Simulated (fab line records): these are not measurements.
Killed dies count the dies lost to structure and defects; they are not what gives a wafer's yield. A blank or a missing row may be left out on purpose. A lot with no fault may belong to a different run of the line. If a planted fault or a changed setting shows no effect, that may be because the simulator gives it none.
Matching of chambers / flow nand harc / NHARC_A_CONTACT_ETCH_102 on rie diel-11 has 4 sister chambers
The step etches the open film in CF4/O2, target depth 100 nm, overetch 10 nm, time 55 s. 22 wafers are shown with their chamber, then 11 later ones without.

## EACH WAFER AND ITS CHAMBER
wafer=L074.1; chamber=2; showerhead plenum p Torr (Torr)=1.44; rf vpp V (V)=199.8; oes product au (a.u.)=1.013
wafer=L074.2; chamber=0; showerhead plenum p Torr (Torr)=1.27; rf vpp V (V)=196.7; oes product au (a.u.)=1.008
wafer=L074.3; chamber=3; showerhead plenum p Torr (Torr)=1.44; rf vpp V (V)=198.5; oes product au (a.u.)=1.007
wafer=L076.1; chamber=2; showerhead plenum p Torr (Torr)=1.44; rf vpp V (V)=200.3; oes product au (a.u.)=1.003
wafer=L076.4; chamber=0; showerhead plenum p Torr (Torr)=1.27; rf vpp V (V)=196.2; oes product au (a.u.)=1.006
wafer=L076.5; chamber=3; showerhead plenum p Torr (Torr)=1.44; rf vpp V (V)=199.7; oes product au (a.u.)=1.014
wafer=L078.1; chamber=3; showerhead plenum p Torr (Torr)=1.44; rf vpp V (V)=200.2; oes product au (a.u.)=1.015
wafer=L078.2; chamber=0; showerhead plenum p Torr (Torr)=1.27; rf vpp V (V)=196.1; oes product au (a.u.)=1.006
wafer=L078.3; chamber=1; showerhead plenum p Torr (Torr)=1.44; rf vpp V (V)=200.8; oes product au (a.u.)=1.005
wafer=L079.1; chamber=1; showerhead plenum p Torr (Torr)=1.44; rf vpp V (V)=199.3; oes product au (a.u.)=1.001
wafer=L079.2; chamber=3; showerhead plenum p Torr (Torr)=1.44; rf vpp V (V)=199.4; oes product au (a.u.)=1.000
wafer=L079.3; chamber=2; showerhead plenum p Torr (Torr)=1.43; rf vpp V (V)=199.8; oes product au (a.u.)=1.019
wafer=L082.1; chamber=2; showerhead plenum p Torr (Torr)=1.43; rf vpp V (V)=199.7; oes product au (a.u.)=1.013
wafer=L082.2; chamber=3; showerhead plenum p Torr (Torr)=1.44; rf vpp V (V)=199.5; oes product au (a.u.)=1.001
wafer=L082.3; chamber=0; showerhead plenum p Torr (Torr)=1.26; rf vpp V (V)=196.9; oes product au (a.u.)=1.001
wafer=L085.1; chamber=2; showerhead plenum p Torr (Torr)=1.43; rf vpp V (V)=199.5; oes product au (a.u.)=1.017
wafer=L085.4; chamber=0; showerhead plenum p Torr (Torr)=1.26; rf vpp V (V)=194.9; oes product au (a.u.)=0.992
wafer=L085.5; chamber=1; showerhead plenum p Torr (Torr)=1.44; rf vpp V (V)=199.7; oes product au (a.u.)=1.015
wafer=L087.1; chamber=2; showerhead plenum p Torr (Torr)=1.43; rf vpp V (V)=200.3; oes product au (a.u.)=1.014
wafer=L087.2; chamber=0; showerhead plenum p Torr (Torr)=1.26; rf vpp V (V)=196.5; oes product au (a.u.)=1.001
wafer=L087.4; chamber=1; showerhead plenum p Torr (Torr)=1.44; rf vpp V (V)=199.2; oes product au (a.u.)=1.012
wafer=L088.2; chamber=3; showerhead plenum p Torr (Torr)=1.44; rf vpp V (V)=200.2; oes product au (a.u.)=0.992

SIGNATURES (means of the wafers above)
reading=showerhead plenum p Torr; chamber 0=1.2650; chamber 1=1.4400; chamber 2=1.4333; chamber 3=1.4400; scatter within a chamber=0.00397
reading=rf vpp V; chamber 0=196.217; chamber 1=199.750; chamber 2=199.900; chamber 3=199.583; scatter within a chamber=0.609
reading=oes product au; chamber 0=1.00233; chamber 1=1.00825; chamber 2=1.01317; chamber 3=1.00483; scatter within a chamber=0.00683
Rule: a wafer lies at a distance from a chamber equal to the root of the sum of squares, over the readings, of (its reading less the chamber's mean, divided by the reading's scatter). If the next closest chamber is less than 2 further off than the closest, the wafer can't be placed; otherwise it belongs to the closest. How the scatter is found: for the shown wafers, subtract from each reading the mean of its chamber, square and add these, divide the total by (wafers less chambers), then take the root.

## WAFERS WHOSE CHAMBER IS MISSING
wafer=L088.4; showerhead plenum p Torr (Torr)=1.44; rf vpp V (V)=199.4; oes product au (a.u.)=1.013
wafer=L088.5; showerhead plenum p Torr (Torr)=1.44; rf vpp V (V)=199.5; oes product au (a.u.)=1.001
wafer=L093.1; showerhead plenum p Torr (Torr)=1.26; rf vpp V (V)=196.0; oes product au (a.u.)=1.008
wafer=L093.3; showerhead plenum p Torr (Torr)=1.44; rf vpp V (V)=201.3; oes product au (a.u.)=1.008
wafer=L093.4; showerhead plenum p Torr (Torr)=1.43; rf vpp V (V)=200.4; oes product au (a.u.)=1.003
wafer=L092.2; showerhead plenum p Torr (Torr)=1.44; rf vpp V (V)=198.5; oes product au (a.u.)=0.991
wafer=L092.3; showerhead plenum p Torr (Torr)=1.43; rf vpp V (V)=199.9; oes product au (a.u.)=0.995
wafer=L092.4; showerhead plenum p Torr (Torr)=1.44; rf vpp V (V)=199.3; oes product au (a.u.)=1.014
wafer=L096.1; showerhead plenum p Torr (Torr)=1.43; rf vpp V (V)=198.8; oes product au (a.u.)=1.004
wafer=L096.2; showerhead plenum p Torr (Torr)=1.44; rf vpp V (V)=199.7; oes product au (a.u.)=1.008
wafer=L096.5; showerhead plenum p Torr (Torr)=1.26; rf vpp V (V)=196.2; oes product au (a.u.)=0.997

## THE CHAMBER EACH PASSED THROUGH
wafer=L088.4; from the rows above=can't be placed: 1 or 3 or 2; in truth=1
wafer=L088.5; from the rows above=can't be placed: 3 or 1 or 2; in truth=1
wafer=L093.1; from the rows above=0; in truth=0
wafer=L093.3; from the rows above=can't be placed: 1 or 3 or 2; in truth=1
wafer=L093.4; from the rows above=can't be placed: 2 or 1 or 3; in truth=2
wafer=L092.2; from the rows above=can't be placed: 3 or 1 or 2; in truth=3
wafer=L092.3; from the rows above=can't be placed: 2 or 3 or 1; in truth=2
wafer=L092.4; from the rows above=can't be placed: 1 or 3 or 2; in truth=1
wafer=L096.1; from the rows above=can't be placed: 2 or 3 or 1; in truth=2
wafer=L096.2; from the rows above=can't be placed: 1 or 3 or 2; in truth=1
wafer=L096.5; from the rows above=0; in truth=0
Placed correctly: 2 of 11. Cannot be placed on the basis of these rows: 9; the candidates contain the true chamber in 9. Number placed wrongly: 0.
